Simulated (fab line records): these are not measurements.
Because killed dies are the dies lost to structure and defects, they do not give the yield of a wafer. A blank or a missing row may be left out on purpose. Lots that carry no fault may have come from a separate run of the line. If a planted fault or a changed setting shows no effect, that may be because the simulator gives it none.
Chamber matching / flow n5-finfet / rie-diel-06 running N5_BEOL_M0_SAQP_ETCH_88: 4 sister chambers
The step etches underlayer in N2/H2, target depth 6.5 nm, time 5.2 s. 4 wafers are shown with their chamber, then 7 later ones without.

== EACH WAFER AND ITS CHAMBER ==
wafer=L083.5; chamber=2; showerhead-plenum-p-Torr (Torr)=2.67
wafer=L087.4; chamber=1; showerhead-plenum-p-Torr (Torr)=2.49
wafer=L094.2; chamber=3; showerhead-plenum-p-Torr (Torr)=2.32
wafer=L094.4; chamber=0; showerhead-plenum-p-Torr (Torr)=2.59

== WAFERS WITH NO CHAMBER GIVEN ==
wafer=L094.6; showerhead-plenum-p-Torr (Torr)=2.32
wafer=L095.1; showerhead-plenum-p-Torr (Torr)=2.59
wafer=L095.3; showerhead-plenum-p-Torr (Torr)=2.67
wafer=L095.5; showerhead-plenum-p-Torr (Torr)=2.67
wafer=L096.2; showerhead-plenum-p-Torr (Torr)=2.66
wafer=L096.4; showerhead-plenum-p-Torr (Torr)=2.32
wafer=L096.6; showerhead-plenum-p-Torr (Torr)=2.66

== WHICH CHAMBER EACH ONE RAN IN ==
wafer=L094.6; from the rows above=3; in truth=3
wafer=L095.1; from the rows above=0; in truth=0
wafer=L095.3; from the rows above=2; in truth=2
wafer=L095.5; from the rows above=2; in truth=2
wafer=L096.2; from the rows above=2; in truth=2
wafer=L096.4; from the rows above=3; in truth=3
wafer=L096.6; from the rows above=2; in truth=2
Placed correctly: 7 of 7. Left unplaced by these rows: 0. Number placed wrongly: 0.
How it was worked out, from the rows above alone: a wafer's distance from a chamber is the root of the sum, over the readings, of the square of ((its reading less the chamber's mean) divided by the reading's scatter). The wafer belongs to the nearest chamber; if the next one is less than 2 further off, it can't be placed. For every chamber, the mean is computed from those of its wafers that are shown. The scatter (one wafer shown for each chamber): square how far every hidden wafer sits from the nearest shown wafer, average those squares and take the square root.
